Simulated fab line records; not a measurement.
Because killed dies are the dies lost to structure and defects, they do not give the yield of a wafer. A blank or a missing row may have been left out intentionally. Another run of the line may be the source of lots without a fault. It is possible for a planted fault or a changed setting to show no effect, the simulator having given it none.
fab line records | flow n5-finfet
record lots=7 wafers=19 last-day=18
route steps=1938 shown BEOL_M4@1024 PASSIVATION@1936
lots with no fault: from the same line, run without faults
start-h: start of the lot's first displayed wafer, in hours after the record's first day | wait-h: hours from the lot's prior step to this one | " unchanged from the row above | L1.1+2: a single row standing in for several wafers | - no value, or no start was given | * or withheld: withheld | < > ~ a bound
route shown NAME@n: NAME is a module with steps in the file, n the number in the route of the first one | usual: average and standard deviation across the fault-free wafers | same: alike in all rows | chamber/n: place in a boat | sites: each site's reading | _std_site: standard deviation of those values | _edge_site: the outer-site mean with the inner-site mean subtracted | radius-mm: how far each site lies from the wafer's centre | mask NAME#n: copy n | behind: tool/chamber where the wafer was last shaped | hold: why the lot was held/for how many hours/how that ended | device: whichever transistor did not switch (one of n, p or np) | end of line: the same wafers' tests at the end of the route | a step with no rows: only its recipe | killed: dies lost to structure and defects at the first sort, not the wafer's yield | map: shows each die of a wafer: x if killed, . if not, _ if none is there
set.NAME: the run value of the setting; set.NAME@STEP: its run value at that earlier step | model.NAME: the simulator's own value behind a step, which no gauge read
one table for each step of the route and one row for each wafer, over a sample of lots
services: the hour from which a tool's chamber was out of use, counted from the record's first day as start-h (under 0 if before that day), plus the number of hours and why
## steps
# step N5_BEOL_M4_HM_DEP_02
# recipe material=TiN target-thk-a=200 temp-c=25 chamber-pressure-pa=0.49996
# usual throttle-valve-pct=29.8/1.1
# columns lot.wafer tool chamber start-h wait-h throttle-valve-pct
L418.2 pvd-sputter-01 - 171.60 0.2 30.8
L418.4 " - " " 32.3
L418.6 " - " " 28.8
L421.1 pvd-sputter-01 - 185.57 2.5 32.4
L421.2 " - " " 29.3
L421.5 " - " " 32.1
L431.5 pvd-sputter-01 - 248.02 0.9 30.9
L431.6 " - " " 32.1
L432.2 pvd-sputter-01 - 253.87 1.8 29.0
L432.6 " - " " 28.7
L433.1 pvd-sputter-03 - 257.97 1.2 30.6
L433.4 " - " " 29.5
L433.5 " - " " 29.1
L437.2 pvd-sputter-03 - 295.27 1.7 30.8
L437.3 " - " " 30.5
L437.4 " - " " 29.5
L439.3 pvd-sputter-02 - 298.62 2.6 29.5
L439.4 " - " " 28.0
L439.5 " - " " 27.9
# step N5_BEOL_M4_DESCUM_16
# recipe chemistry=O2 time-s=7 source-power-w=50 bias-power-w=20 pressure-mtorr=20 rf-frequency-hz=2.712e+07 temp-c=40 resist=CAR-EUV o2-flow-sccm=225
# usual drypump-motor-current-A=5.8/0.36 oes-product-au=0.82/0.075 rf-vpp-V=243.6/1.2 showerhead-plenum-p-Torr=2.13/0.061 throttle-valve-pct=20.46/0.26
# columns lot.wafer tool chamber start-h wait-h drypump-motor-current-A oes-product-au rf-hours-counter-h rf-vpp-V showerhead-plenum-p-Torr throttle-valve-pct
L418.2 rie-diel-02 3 172.26 0.0 5.5 0.89 17 244.1 2.16 20.14
L418.4 " 0 " " 6.0 0.87 - 244.0 2.13 20.20
L418.6 " 3 " " 5.5 0.89 - 244.8 2.16 20.16
L421.1 rie-diel-01 2 186.23 0.0 5.9 0.70 233 244.4 2.16 20.66
L421.2 " 3 " " 5.3 0.90 29 244.8 2.24 20.63
L421.5 " 2 " " 5.9 0.69 - 243.4 2.16 20.66
L431.5 rie-diel-02 3 248.63 0.0 5.5 0.84 - 243.5 2.15 20.18
L431.6 " 2 " " 6.2 0.85 - 244.6 2.12 20.14
L432.2 rie-diel-06 0 254.39 0.0 6.1 0.85 52 241.0 2.04 20.64
L432.6 " 2 " " 5.7 0.84 - 241.6 2.03 20.31
L433.1 rie-diel-06 2 258.67 0.2 5.7 0.84 70 242.4 2.03 20.30
L433.4 " 1 " " 6.5 0.88 44 244.0 2.15 20.72
L433.5 " 3 " " 5.3 0.67 - 244.0 2.06 20.77
L437.2 rie-diel-06 1 296.44 0.5 6.5 0.86 57 243.2 2.14 20.73
L437.3 " 0 " " 6.2 0.83 67 242.0 2.04 20.68
L437.4 " 2 " " 5.7 0.82 83 242.7 2.02 20.32
L439.3 rie-diel-06 2 299.14 0.0 5.7 0.82 84 242.1 2.02 20.33
L439.4 " 3 " " 5.4 0.65 249 242.0 2.05 20.81
L439.5 " 1 " " 6.6 0.86 - 243.7 2.14 20.75
# step N5_BEOL_M4_ETCH_74
# recipe chemistry=N2/H2 target=underlayer target-depth-a=65 mask-material=CAR-EUV time-s=5.2 ion-energy-ev=200 pressure-mtorr=30 source-w=840 bias-w=150 n2-flow-sccm=200 h2-flow-sccm=200 ends=cleared
# usual drypump-motor-current-A=5.8/0.36 etch-rf-on-time-s=5.20/0.099 oes-product-au=0.69/0.064 rf-vpp-V=524.8/2.1 showerhead-plenum-p-Torr=2.57/0.064 throttle-valve-pct=17.82/0.24
# columns lot.wafer tool chamber start-h wait-h drypump-motor-current-A etch-rf-on-time-s oes-product-au rf-hours-counter-h rf-vpp-V showerhead-plenum-p-Torr throttle-valve-pct
L418.2 rie-diel-02 3 172.29 0.0 5.5 5.19 0.77 17 524.9 2.61 17.54
L418.4 " 0 " " 6.0 5.22 0.73 - 524.7 2.58 17.62
L418.6 " 3 " " 5.5 5.32 0.75 - 524.7 2.61 17.51
L421.1 rie-diel-01 2 186.26 0.0 5.9 5.30 0.59 233 526.8 2.60 17.90
L421.2 " 3 " " 5.3 5.08 0.75 29 528.2 2.68 17.86
L421.5 " 2 " " 5.9 5.37 0.59 - 526.1 2.60 17.92
L431.5 rie-diel-02 3 248.65 0.0 5.5 5.30 0.71 - 526.7 2.60 17.57
L431.6 " 2 " " 6.2 5.19 0.73 - 523.6 2.57 17.41
L432.2 rie-diel-06 0 254.43 0.0 6.2 4.96 0.74 52 522.4 2.47 18.11
L432.6 " 2 " " 5.7 5.08 0.73 - 520.9 2.48 17.89
L433.1 rie-diel-06 2 258.70 0.0 5.7 5.10 0.73 70 521.7 2.48 17.91
L433.4 " 1 " " 6.5 5.18 0.73 44 525.4 2.58 17.95
L433.5 " 3 " " 5.4 5.31 0.56 - 524.7 2.50 18.24
L437.2 rie-diel-06 1 296.47 0.0 6.5 5.25 0.71 57 526.5 2.58 17.95
L437.3 " 0 " " 6.2 5.04 0.73 67 521.6 2.47 18.16
L437.4 " 2 " " 5.7 5.09 0.72 83 522.2 2.47 17.91
L439.3 rie-diel-06 2 299.17 0.0 5.7 5.16 0.72 84 521.2 2.47 17.90
L439.4 " 3 " " 5.4 5.36 0.55 249 522.7 2.49 18.26
L439.5 " 1 " " 6.5 5.22 0.73 - 523.1 2.58 17.96
# step N5_BEOL_M4_STRIP_66
# recipe chemistry=CF4 resist=SiARC power-w=300 bias-power-w=75 pressure-mtorr=50 cf4-flow-sccm=150 rf-frequency-hz=6e+07
# usual cf4-flow-sccm=150.0/0.43 drypump-motor-current-A=5.8/0.36 oes-product-au=0.81/0.07 rf-vpp-V=271.6/1.3 showerhead-plenum-p-Torr=1.82/0.047 throttle-valve-pct=13.5/0.32
# columns lot.wafer tool chamber start-h wait-h cf4-flow-sccm drypump-motor-current-A oes-product-au rf-hours-counter-h rf-vpp-V showerhead-plenum-p-Torr throttle-valve-pct
L418.2 rie-diel-02 3 172.47 0.0 150.6 5.5 0.88 17 272.3 1.83 13.1
L418.4 " 0 " " 150.5 6.0 0.85 - 270.1 1.80 13.3
L418.6 " 3 " " 150.1 5.5 0.88 - 271.3 1.83 13.1
L421.1 rie-diel-01 2 186.44 0.0 150.0 5.9 0.70 233 270.3 1.82 13.7
L421.2 " 3 " " 150.4 5.3 0.86 29 273.9 1.91 13.6
L421.5 " 2 " " 149.3 5.9 0.70 - 273.4 1.82 13.8
L431.5 rie-diel-02 3 248.83 0.0 150.2 5.5 0.84 - 271.9 1.83 13.1
L431.6 " 2 " " 150.0 6.2 0.84 - 271.1 1.80 13.2
L432.2 rie-diel-06 0 254.60 0.0 149.7 6.2 0.84 52 269.6 1.76 13.6
L432.6 " 2 " " 149.7 5.7 0.83 - 268.9 1.75 13.4
L433.1 rie-diel-06 2 258.88 0.0 149.3 5.7 0.83 70 270.2 1.75 13.4
L433.4 " 1 " " 149.8 6.5 0.86 44 271.9 1.82 13.6
L433.5 " 3 " " 150.2 5.4 0.67 - 270.3 1.78 14.0
L437.2 rie-diel-06 1 296.65 0.0 150.1 6.5 0.84 57 272.5 1.82 13.7
L437.3 " 0 " " 150.5 6.2 0.81 67 268.8 1.75 13.7
L437.4 " 2 " " 150.2 5.7 0.82 83 268.4 1.74 13.5
L439.3 rie-diel-06 2 299.35 0.0 149.7 5.7 0.82 84 270.4 1.74 13.5
L439.4 " 3 " " 150.6 5.4 0.66 249 269.9 1.77 14.1
L439.5 " 1 " " 149.6 6.5 0.84 - 272.0 1.82 13.7
# step N5_BEOL_M4_HM_OPEN_17
# recipe chemistry=Cl2/BCl3 target-depth-a=200 overetch-a=60 target=TiN mask-material=SOC ion-energy-ev=150 pressure-mtorr=10 icp-w=1000 bias-w=126 Cl2_flow_sccm=53.25 bcl3-flow-sccm=21.75 Ar_flow_sccm=25
# usual drypump-motor-current-A=5.81/0.21 oes-product-au=0.67/0.051 throttle-valve-pct=22.12/0.28
# columns lot.wafer tool chamber start-h wait-h drypump-motor-current-A oes-product-au rf-hours-counter-h throttle-valve-pct
L418.2 rie-metal-03 1 172.51 0.0 6.05 0.79 2 22.44
L418.4 " 1 " " 6.05 0.79 - 22.45
L418.6 " 1 " " 6.05 0.79 - 22.44
L421.1 rie-metal-01 1 186.48 0.0 5.84 0.66 39 22.50
L421.2 " 0 " " 5.83 0.67 42 21.78
L421.5 " 0 " " 5.84 0.66 - 21.78
L431.5 rie-metal-03 1 248.92 0.1 6.06 0.92 - 22.23
L431.6 " 0 " " 6.00 0.62 - 21.90
L432.2 rie-metal-03 1 254.65 0.0 6.06 0.93 8 22.22
L432.6 " 1 " " 6.05 0.76 - 22.45
L433.1 rie-metal-02 1 258.92 0.0 5.47 0.63 45 22.02
L433.4 " 0 " " 5.62 0.64 - 22.06
L433.5 " 1 " " 5.46 0.64 - 22.00
L437.2 rie-metal-03 0 296.69 0.0 6.02 0.61 68 21.92
L437.3 " 0 " " 6.05 0.61 - 21.92
L437.4 " 1 " " 6.08 0.73 - 22.47
L439.3 rie-metal-01 0 299.42 0.1 5.82 0.65 - 21.81
L439.4 " 1 " " 5.84 0.64 - 22.52
L439.5 " 1 " " 5.81 0.64 - 22.51
# step N5_BEOL_M4_ETCHBACK_99
# recipe chemistry=CHF3 target=SiO2 target-depth-a=50 time-s=10.4 source-w=215 bias-w=47 Ar_flow_sccm=200 CHF3_flow_sccm=12 ion-energy-ev=100 pressure-mtorr=30
# usual drypump-motor-current-A=5.8/0.34 oes-product-au=0.82/0.081 rf-vpp-V=244/3.6 showerhead-plenum-p-Torr=2.20/0.064 throttle-valve-pct=17.04/0.26
# columns lot.wafer tool chamber start-h wait-h drypump-motor-current-A oes-product-au rf-hours-counter-h rf-vpp-V showerhead-plenum-p-Torr throttle-valve-pct
L418.2 rie-diel-01 2 176.62 2.9 5.9 0.71 228 246 2.22 17.26
L418.4 " 0 " " 6.0 0.87 - 240 2.26 16.85
L418.6 " 3 " " 5.3 0.90 - 242 2.29 17.14
L421.1 rie-diel-06 1 189.71 1.4 6.5 0.92 21 246 2.19 17.11
L421.2 " 3 " " 5.4 0.69 209 246 2.13 17.39
L421.5 " 0 " " 6.2 0.90 - 244 2.10 17.12
L431.5 rie-diel-02 1 250.50 0.7 5.5 0.46 - 241 2.22 17.53
L431.6 " 0 " " 6.0 0.82 - 245 2.17 16.88
L432.2 rie-diel-06 2 257.43 1.7 5.7 0.47 70 242 2.09 16.94
L432.6 " 3 " " 5.4 0.66 - 246 2.12 17.46
L433.1 rie-diel-01 3 260.82 0.8 5.3 0.84 56 241 2.28 17.18
L433.4 " 0 " " 6.0 0.81 - 240 2.25 16.89
L433.5 " 3 " " 5.3 0.84 - 240 2.28 17.19
L437.2 rie-diel-02 3 300.20 2.6 5.5 0.81 61 237 2.19 16.70
L437.3 " 2 " " 6.2 0.83 86 253 2.16 16.68
L437.4 " 0 " " 6.0 0.80 100 244 2.17 16.92
L439.3 rie-diel-01 2 301.48 1.0 5.9 0.96 10 246 2.20 16.89
L439.4 " 0 " " 6.0 0.80 94 240 2.24 16.92
L439.5 " 0 " " 6.0 0.81 - 240 2.24 16.91
# step N5_BEOL_M4_OCD_MEAS_38
# usual trench-depth-nm=55.5/1
# columns lot.wafer tool chamber start-h wait-h trench-depth-nm
L418.2 ocd-01 - 177.02 - 54.3
L418.4 " - " " 56.2
L418.6 " - " " 56.8
L421.1 ocd-01 - 190.11 - 56.3
L421.2 " - " " 54.4
L421.5 " - " " 56.6
L431.5 ocd-01 - 250.89 - 24.9
L431.6 " - " " 55.4
L432.2 ocd-02 - 257.83 - 16.5
L432.6 " - " " 54.4
L433.1 ocd-01 - 261.21 - 55.2
L433.4 " - " " 55.3
L433.5 " - " " 55.0
L437.2 ocd-01 - 300.60 - 54.2
L437.3 " - " " 56.2
L437.4 " - " " 55.2
L439.3 ocd-02 - 301.88 - 56.4
L439.4 " - " " 56.1
L439.5 " - " " 56.8
# step N5_BEOL_M4_THK_MEAS_53
# recipe thk-meas-gauge=xrf reads=Cu_of_BEOL_M4_ECD_50
# usual M4_THK=39.6/1.4
# columns lot.wafer tool chamber start-h wait-h M4_THK[nm]
L418.2 film-metro-02 - 180.84 - 37.7
L418.4 " - " " 39.6
L418.6 " - " " 40.0
L421.1 film-metro-02 - 193.76 - 39.6
L421.2 " - " " 39.2
L421.5 " - " " 40.7
L431.5 film-metro-02 - 254.61 - -
L431.6 " - " " 39.1
L432.2 film-metro-02 - 261.62 - -
L432.6 " - " " 38.7
L433.1 film-metro-02 - 266.83 - 40.3
L433.4 " - " " 36.9
L433.5 " - " " 38.8
L437.2 film-metro-01 - 304.19 - 39.2
L437.3 " - " " 39.1
L437.4 " - " " 40.2
L439.3 film-metro-02 - 307.09 - 39.7
L439.4 " - " " 39.5
L439.5 " - " " 41.1
# step N5_BEOL_M4_RC_MEAS_101
# usual DIBL_N=36.9/1.7 DIBL_P=37.3/2.3 IOFF_N=0.16/0.033 IOFF_P=0.22/0.04 ION_N=673/12 ION_P=463/8 SS_N=71.6/0.58 SS_P=73.4/0.74 VT_N=250/3.2 VT_P=-250/3.4
# columns lot.wafer tool chamber start-h wait-h DIBL_N[mV/V] DIBL_P[mV/V] IOFF_N[nA/um] IOFF_P[nA/um] ION_N[uA/um] ION_P[uA/um] SS_N[mV/dec] SS_P[mV/dec] VT_N[mV] VT_P[mV]
L418.2 prober-02 0 181.31 0.2 35.8 38.3 0.15 0.19 669 455 71.9 74.0 251 -256
L418.4 " 0 " " 36.7 38.5 0.16 0.20 675 463 71.5 73.6 249 -255
L418.6 " 0 " " 36.7 39.2 0.16 0.21 667 458 71.4 74.5 250 -254
L421.1 prober-01 0 194.08 0.0 38.5 38.0 0.19 0.23 677 456 72.2 73.7 247 -252
L421.2 " 0 " " 35.9 34.2 0.13 0.18 656 452 71.5 72.1 252 -255
L421.5 " 0 " " 35.7 33.9 0.14 0.17 658 446 71.7 72.0 253 -257
L431.6 prober-02 0 255.69 0.8 36.9 36.9 0.17 0.24 699 477 71.6 73.4 249 -249
L432.6 prober-01 0 262.70 0.8 35.7 36.9 0.13 0.20 669 462 71.7 73.1 251 -252
L433.1 prober-02 0 267.15 0.0 36.6 36.8 0.16 0.22 674 465 72.5 73.8 251 -250
L433.4 " 0 " " 34.0 33.8 0.12 0.17 660 457 71.4 72.9 254 -254
L433.5 " 0 " " 36.0 36.7 0.16 0.21 693 469 71.6 73.8 249 -249
L437.2 prober-02 0 304.66 0.2 37.1 37.2 0.18 0.22 677 461 71.6 74.7 246 -251
L437.3 " 0 " " 34.8 35.2 0.14 0.18 677 458 70.7 72.4 252 -254
L437.4 " 0 " " 32.6 31.7 0.10 0.15 650 449 69.9 72.3 257 -259
L439.3 prober-02 0 307.75 0.3 38.6 39.3 0.18 0.24 673 459 71.7 73.9 252 -252
L439.4 " 0 " " 39.3 39.4 0.18 0.23 669 459 72.6 74.4 251 -253
L439.5 " 0 " " 37.7 38.0 0.14 0.21 661 453 72.0 73.8 255 -255
# step N5_PASSIVATION_PROBE_49
# usual defect-limited-yield=91.2/1.3 killed_at_M0_to_M3=34/10 killed_at_M4_up=13/4.6 killed-at-contacts=13/5.5 killed-at-front-end=41/12 killed-at-other=2.8/2.4 killed-dies=104/16 killed-on-rim=14/4.2 killed-open=67/12 killed-short=33/7.2 sort_bin_5_function=5.1/0.86 sort_bin_6_memory=3.3/0.62 sort-n-pass=1076/16 sort-yield-pct=91.2/1.3
# same gross-dies=1180 killed-at-back-side=0 sort_bin_4_leakage[%]=0 sort_bin_8_speed[%]=0
# columns lot.wafer tool chamber start-h wait-h defect-limited-yield[%] killed_at_M0_to_M3 killed_at_M4_up killed-at-contacts killed-at-front-end killed-at-other killed-dies killed-on-rim killed-open killed-short sort_bin_5_function[%] sort_bin_6_memory[%] sort-n-pass sort-yield-pct[%]
L418.2 prober-02 - 293.97 0.1 91.6 30 19 12 31 7 99 17 62 34 5.0 2.6 1081 91.6
L418.4 prober-02 - 294.07 0.2 91.9 27 10 11 46 1 95 18 57 33 4.7 3.2 1085 91.9
L418.6 prober-02 - 294.17 0.3 90.1 32 14 22 49 0 117 20 67 44 5.1 4.1 1063 90.1
L431.5 prober-02 - 359.19 0.2 40.8 30 609 5 54 0 698 54 74 32 56.0 2.8 482 40.8
L431.6 prober-02 - 359.24 0.3 90.7 24 14 16 55 1 110 19 69 31 5.6 2.6 1070 90.7
L432.2 prober-01 - 369.77 0.1 26.6 15 790 5 46 10 866 144 60 27 70.8 2.5 314 26.6
L432.6 prober-01 - 369.97 0.3 90.8 47 4 13 41 4 109 14 76 27 5.4 3.4 1071 90.8
L433.1 prober-02 - 376.28 0.0 91.1 27 21 18 39 0 105 18 67 26 4.4 3.6 1075 91.1
L433.4 prober-02 - 376.43 0.2 88.8 71 14 10 37 0 132 14 84 43 6.8 4.0 1048 88.8
L433.5 prober-02 - 376.48 0.2 91.2 35 21 12 33 3 104 22 63 30 5.3 2.9 1076 91.2
L437.3 prober-01 - 407.40 0.1 95.0 25 4 12 18 0 59 10 44 9 2.8 1.9 1121 95.0
L439.3 prober-02 - 419.94 0.1 90.4 39 10 10 48 6 113 10 83 25 5.4 4.1 1067 90.4
L439.4 prober-02 - 419.99 0.2 91.6 28 15 8 47 1 99 14 64 31 4.7 3.2 1081 91.6
L439.5 prober-02 - 420.04 0.2 90.6 40 17 17 29 8 111 17 76 30 5.3 4.0 1069 90.6
# killed by level:class
L418.2 MOL_CONTACT_COAG:geometric-particle:open=8 BEOL_M2:geometric-particle:open=8 FIN_SAQP:geometric-particle:open=7 BEOL_M4:geometric-particle:open=7 BEOL_M1:geometric-particle:open=6 STI_FIN_REVEAL:geometric-particle:open=5 BEOL_M0_SAQP:geometric-particle:short=5 MOL_CONTACT_COAG:geometric-particle:short=4
L418.4 FIN_SAQP:geometric-particle:open=17 FIN_SAQP:geometric-particle:short=12 MOL_CONTACT_COAG:geometric-particle:open=10 BEOL_M0_SAQP:geometric-particle:open=7 BEOL_M0_SAQP:geometric-particle:short=6 BEOL_M1:geometric-particle:open=5 BEOL_M2:geometric-particle:open=5 DUMMY_GATE:geometric-particle:open=4
L418.6 MOL_CONTACT_COAG:geometric-particle:open=19 FIN_SAQP:geometric-particle:short=8 BEOL_M3:geometric-particle:open=8 GATE_CUT:geometric-particle:short=7 BEOL_M0_SAQP:geometric-particle:open=7 FIN_SAQP:geometric-particle:open=6 BEOL_M0_SAQP:geometric-particle:short=6 BEOL_M4:geometric-particle:open=6
L431.5 BEOL_M4:area-open=591 STI_FIN_REVEAL:geometric-particle:open=13 BEOL_M0_SAQP:geometric-particle:short=10 GATE_CUT:geometric-particle:short=10 BEOL_M0_SAQP:geometric-particle:open=9 GATE_CUT:geometric-particle:open=8 BEOL_M4:geometric-particle:open=7 MOL_CONTACT_COAG:geometric-particle:open=5
L431.6 MOL_CONTACT_COAG:geometric-particle:open=12 GATE_CUT:geometric-particle:short=11 BEOL_M4:geometric-particle:open=10 STI_FIN_REVEAL:geometric-particle:open=9 FIN_SAQP:geometric-particle:open=8 HKMG_FIN:area-etch=8 BEOL_M3:geometric-particle:open=7 FIN_SAQP:geometric-particle:short=5
L432.2 BEOL_M4:area-open=777 STI_FIN_REVEAL:geometric-particle:open=9 FIN_SAQP:geometric-particle:open=9 FIN_SAQP:geometric-particle:short=7 BEOL_M2:geometric-particle:open=6 BEOL_M0_SAQP:geometric-particle:short=5 GATE_CUT:geometric-particle:open=4 MOL_CONTACT_COAG:geometric-particle:open=4
L432.6 BEOL_M0_SAQP:geometric-particle:open=15 BEOL_M2:geometric-particle:open=15 FIN_SAQP:geometric-particle:short=8 FIN_SAQP:geometric-particle:open=8 MOL_CONTACT_COAG:geometric-particle:open=8 BEOL_M0_SAQP:geometric-particle:short=6 STARTING-WAFER:geometric-particle:open=6 GATE_CUT:geometric-particle:open=5
L433.1 MOL_CONTACT_COAG:geometric-particle:open=16 BEOL_M0_SAQP:geometric-particle:open=8 HKMG_FIN:area-etch=8 FIN_SAQP:geometric-particle:open=7 BEOL_M0_SAQP:geometric-particle:short=7 BEOL_M5:geometric-particle:open=6 BEOL_M0:geometric-particle:open=6 STI_FIN_REVEAL:geometric-particle:open=5
L433.4 BEOL_M0_SAQP:geometric-particle:open=26 BEOL_M0_SAQP:geometric-particle:short=22 STI_FIN_REVEAL:geometric-particle:open=14 FIN_SAQP:geometric-particle:open=9 MOL_CONTACT_COAG:geometric-particle:open=9 BEOL_M2:geometric-particle:open=9 FIN_SAQP:geometric-particle:short=5 GATE_CUT:geometric-particle:short=3
L433.5 MOL_CONTACT_COAG:geometric-particle:open=10 BEOL_M0_SAQP:geometric-particle:short=10 BEOL_M0_SAQP:geometric-particle:open=10 STI_FIN_REVEAL:geometric-particle:open=8 HKMG_FIN:area-etch=7 FIN_SAQP:geometric-particle:open=6 BEOL_M1:geometric-particle:open=5 BEOL_M5:geometric-particle:open=5
L437.3 BEOL_M3:geometric-particle:open=10 MOL_CONTACT_COAG:geometric-particle:open=8 STI_FIN_REVEAL:geometric-particle:open=4 MOL_CONTACT_COAG:geometric-particle:short=4 BEOL_M2:geometric-particle:open=4 DUMMY_GATE:geometric-particle:open=3 BEOL_M0_SAQP:geometric-particle:open=3 STARTING-WAFER:geometric-particle:open=3
L439.3 STI_FIN_REVEAL:geometric-particle:open=18 FIN_SAQP:geometric-particle:open=9 MOL_CONTACT_COAG:geometric-particle:open=7 BEOL_M0_SAQP:geometric-particle:open=7 BEOL_M3:geometric-particle:open=6 BEOL_M0:geometric-particle:open=5 GATE_CUT:geometric-particle:open=5 BEOL_M0_SAQP:geometric-particle:short=5
L439.4 FIN_SAQP:geometric-particle:open=16 FIN_SAQP:geometric-particle:short=9 BEOL_M1:geometric-particle:open=8 BEOL_M0_SAQP:geometric-particle:open=7 MOL_CONTACT_COAG:geometric-particle:open=4 MOL_CONTACT_COAG:geometric-particle:short=4 BEOL_M0_SAQP:geometric-particle:short=4 BEOL_M4:geometric-particle:open=4
L439.5 MOL_CONTACT_COAG:geometric-particle:open=14 STI_FIN_REVEAL:geometric-particle:open=8 BEOL_M0_SAQP:geometric-particle:short=7 BEOL_M0_SAQP:geometric-particle:open=7 BEOL_M1:geometric-particle:open=7 FIN_SAQP:geometric-particle:short=5 BEOL_M3:geometric-particle:open=5 BEOL_M4:geometric-particle:open=5
## services
# columns tool chamber start-h hours kind
pvd-sputter-03 - 157.71 0.7 repair
rie-diel-02 2 171.75 5.4 repair
rie-diel-01 1 172.90 - clean
rie-diel-01 1 172.90 - consumable-replace:focus-ring
rie-diel-01 1 172.90 20.6 scheduled-down
rie-diel-01 1 172.90 20.6 vent-cycle
rie-metal-03 - 185.18 1.4 pm
rie-diel-01 - 189.34 0.3 repair
rie-metal-03 - 211.04 2.8 pm
rie-diel-01 2 218.92 9.9 repair
rie-diel-02 0 219.88 3.8 repair
rie-diel-01 2 254.45 7.3 repair
rie-diel-01 2 261.77 - clean
rie-diel-01 2 261.77 - consumable-replace:focus-ring
rie-diel-01 2 261.77 11.2 scheduled-down
rie-diel-01 2 261.77 11.2 vent-cycle
rie-metal-02 0 279.63 9.4 repair
## key
first-sign step=N5_BEOL_M4_HM_OPEN_17 reading=oes-product-au direction=up sigmas=5 usual=0.67 struck=0.92
effect step=N5_BEOL_M4_ETCHBACK_99 reading=oes-product-au direction=down sigmas=4.4 usual=0.82 struck=0.47
effect step=N5_BEOL_M4_OCD_MEAS_38 reading=trench-depth-nm direction=down sigmas=34 usual=55.5 struck=20.7
effect step=N5_BEOL_M4_THK_MEAS_53 reading=M4_THK direction=missing
effect step=N5_PASSIVATION_PROBE_49 reading=killed_at_M4_up direction=up sigmas=99+ usual=13 struck=700
more-kills-born-at N5_BEOL_M4_HM_OPEN_17@rie-metal-03=1368
met-at N5_BEOL_M4_HM_DEP_02
struck-lots L431,L432
struck-wafers L431.5,L432.2
later-rows-left-out L431.5,L432.2
not-acting-at N5_BEOL_M4_DESCUM_16,N5_BEOL_M4_ETCH_74,N5_BEOL_M4_STRIP_66
onset-between 185.57 248.02
fault kind=process-parameter-drift tool=pvd-sputter-01 chamber=- onset-h=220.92 steps=N5_BEOL_M4_HM_DEP_02 channel=target-thk-a offset=* shape=step end-h=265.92 scope=struck-wafers-only acts-in=* stated=*
# later-rows-left-out: the simulator's readings of these wafers behind a module that went badly wrong aren't trusted and aren't shown, but for the sort
